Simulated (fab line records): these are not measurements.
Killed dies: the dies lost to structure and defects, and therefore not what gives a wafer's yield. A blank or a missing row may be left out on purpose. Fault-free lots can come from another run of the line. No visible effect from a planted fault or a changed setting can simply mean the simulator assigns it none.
Split-lot study | flow n5 finfet | route with 1938 steps; 7 lots, 21 wafers read

== SPLIT DETAILS ==
At N5_BEOL_M14_DEP_53 (deposits SiCN from 3MS/NH3, target thk 50 nm, time 17.8 s), the setting time s was moved away from the recipe's 17.8 s on 4 of the 21 wafers read, by -9.0% to +10.1%. The other wafers ran this setting at the recipe's value.

Reading taken at the split's own step.

== THE READING ==
SiCN_of_BEOL_M14_DEP_53.thk nm (the simulator's own value, which no gauge read), in nm, at N5_BEOL_M14_DEP_53 (deposits SiCN from 3MS/NH3, target thk 50 nm, time 17.8 s). The file does not state a usual value for it. The 17 wafers here that ran the recipe average 49.7 nm, standard deviation 0.8 nm.

wafer  | tool, chamber at the split | time s as run, s | against the recipe | SiCN_of_BEOL_M14_DEP_53.thk nm, nm | against lot-mates on the recipe
L074.1 | pecvd-01, 1                | 17.8             | recipe             | 49.4                               | -
L074.4 | pecvd-01, 1                | 17.8             | recipe             | 50.8                               | -
L074.5 | pecvd-01, 1                | 17.8             | recipe             | 50.8                               | -
L077.2 | pecvd-02, 2                | 17.8             | recipe             | 50                                 | -
L077.3 | pecvd-02, 1                | 17.8             | recipe             | 48.8                               | -
L077.4 | pecvd-02, 1                | 17.8             | recipe             | 49.8                               | -
L085.1 | pecvd-03, 0                | 17.8             | recipe             | 50.8                               | -
L085.2 | pecvd-03, 1                | 17.8             | recipe             | 48.8                               | -
L085.4 | pecvd-03, 2                | 17.8             | recipe             | 50.4                               | -
L084.1 | pecvd-01, 2                | 17.8             | recipe             | 49.8                               | -
L084.2 | pecvd-01, 0                | 16.2             | -9.0%              | 44.4                               | -5.4
L084.5 | pecvd-01, 2                | 16.2             | -9.0%              | 45.8                               | -4.0
L087.1 | pecvd-03, 2                | 17.8             | recipe             | 49                                 | -
L087.2 | pecvd-03, 0                | 17.8             | recipe             | 50.4                               | -
L087.5 | pecvd-03, 1                | 16.77            | -5.8%              | 47                                 | -2.7
L086.1 | pecvd-03, 0                | 17.8             | recipe             | 50.8                               | -
L086.3 | pecvd-03, 2                | 17.8             | recipe             | 49.2                               | -
L086.6 | pecvd-03, 1                | 17.8             | recipe             | 49                                 | -
L093.3 | pecvd-02, 0                | 17.8             | recipe             | 48.4                               | -
L093.4 | pecvd-02, 1                | 19.59            | +10.1%             | 54.4                               | +5.6
L093.6 | pecvd-02, 0                | 17.8             | recipe             | 49.2                               | -

THE FIT
A straight line over all 21 wafers: SiCN_of_BEOL_M14_DEP_53.thk nm changes by +0.492 nm for each +1% of time s; r = +0.92; the points scatter about the line by 0.79 nm.
The same after taking each lot's own level away (the mean of its wafers on the recipe; 21 wafers): +0.53 nm for each +1%; r = +0.95; scatter 0.68 nm.
On that fit, the largest move of time s shifts the reading by 5.3 nm.
From 48.80 to 50.33 nm: that is the span of the lots' own levels, equal to 1.9 times the standard deviation above.
The two slopes are in agreement: the lot-to-lot level therefore moves the slope only a little.
Check: for one of the wafers moved furthest among these (+10.1%), held out of the fit, the line's prediction against its lot-mates is +5.17 nm. Against them it came out at +5.6 nm.

== ADDITIONAL SPLITS CARRIED BY THESE WAFERS ==
Other splits were also applied to these wafers ahead of the reading. Each is held against what the fit with the lots' levels taken away leaves over:
other split on the same wafers | wafers away from the commonest value | r with SiCN_of_BEOL_M14_DEP_53.thk nm (lot level and that fit taken away)
N5_BEOL_M14_SPUTTER_44 time s  | 9                                    | +0.16

== THE FILE'S OWN FIT ==
SiCN_of_BEOL_M14_DEP_53.thk nm changes by +0.53 nm for each +1% of time s, r = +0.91.
